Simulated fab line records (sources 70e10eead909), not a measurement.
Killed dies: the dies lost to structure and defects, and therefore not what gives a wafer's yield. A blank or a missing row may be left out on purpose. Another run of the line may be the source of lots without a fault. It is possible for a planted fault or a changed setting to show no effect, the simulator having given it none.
What tool caused it? -- flow nand harc -- 6 lots, 18 wafers sampled, at 5 steps of a route of 1302

== WHAT THE GAUGES READ, wafer by wafer ==
NHARC_END_SORT_01.
lot,measured,on,sort_bin_2_pct (%)
L172,day 25 17:45,prober-01,4.6 3.2 4.9
L176,day 26 12:58,prober-01,2.5 4.0 2.4
L182,day 28 21:28,prober-01,1.2 1.2 1.0
L186,day 31 01:42,prober-01,4.1 3.5 91.6

== TOOL THAT RAN EACH LOT (tool first, then ch and the chambers of the sampled wafers, then the start) ==
lot,NHARC_A_M1_PVD_21,NHARC_A_BONDPAD_ETCH_24,NHARC_A_BONDPAD_DEGAS_25,NHARC_THIN_TSV_STRIP_56
L175,"pvd sputter-02, day 23 22:18","rie diel-03 ch 1,2,3, day 24 02:35 or earlier","pvd sputter-02, day 24 02:35","plasma asher-01 ch 0,1, day 24 23:20"
L172,"pvd sputter-02, day 24 06:06","rie diel-07 ch 1,2,3, day 24 10:39 or earlier","pvd sputter-01, day 24 10:39","plasma asher-02 ch 0,1, day 25 10:34"
L176,"pvd sputter-03, day 24 20:58","rie diel-01 ch 2,3, day 25 01:15 or earlier","pvd sputter-02, day 25 01:15","plasma asher-01 ch 0,1, day 26 01:17"
L182,"pvd sputter-01, day 27 07:42","rie diel-07 ch 0,2, day 27 12:29 or earlier","pvd sputter-01, day 27 12:29","plasma asher-01 ch 0,1, day 28 10:11"
L183,"pvd sputter-01, day 28 08:39","rie diel-03 ch 0,1,3, day 28 13:12 or earlier","pvd sputter-03, day 28 13:12","plasma asher-02 ch 0,1, day 29 12:59"
L186,"pvd sputter-01, day 29 16:14","rie diel-03 ch 0,2, day 29 21:04 or earlier","pvd sputter-03, day 29 21:04","plasma asher-01 ch 0,1, day 30 17:23"
- NHARC_A_M1_PVD_21: deposits Cu, target thk 30 nm, time 20.49 s.
- NHARC_A_BONDPAD_ETCH_24: etches the open film in CF4/N2, target depth 30 nm, time 72.99 s.
- NHARC_A_BONDPAD_DEGAS_25: time 60 s.
- NHARC_THIN_TSV_STRIP_56: strips in O2.

== THE ANSWER, worked out from the rows above alone ==
Rule: usual is defined by the lots themselves. The widest of any qualifying gaps counts: lots, ordered by their means at a reading, are off when they make up no more than a third of the lots, leave a main group of 4 or more, and stand apart from it by 3 or more times the standard deviation of that group's means. A main group whose means are all the same, to the digits that the tables above print for the reading, isn't used. A lot without any number at a reading at which 4 lots or more have one is off too. Where the step has rows for the other lots, those lots are counted as sound.
No lot is off at any reading shown: from this, nothing can be told.

== WHAT THE SIMULATOR HAD PUT IN ==
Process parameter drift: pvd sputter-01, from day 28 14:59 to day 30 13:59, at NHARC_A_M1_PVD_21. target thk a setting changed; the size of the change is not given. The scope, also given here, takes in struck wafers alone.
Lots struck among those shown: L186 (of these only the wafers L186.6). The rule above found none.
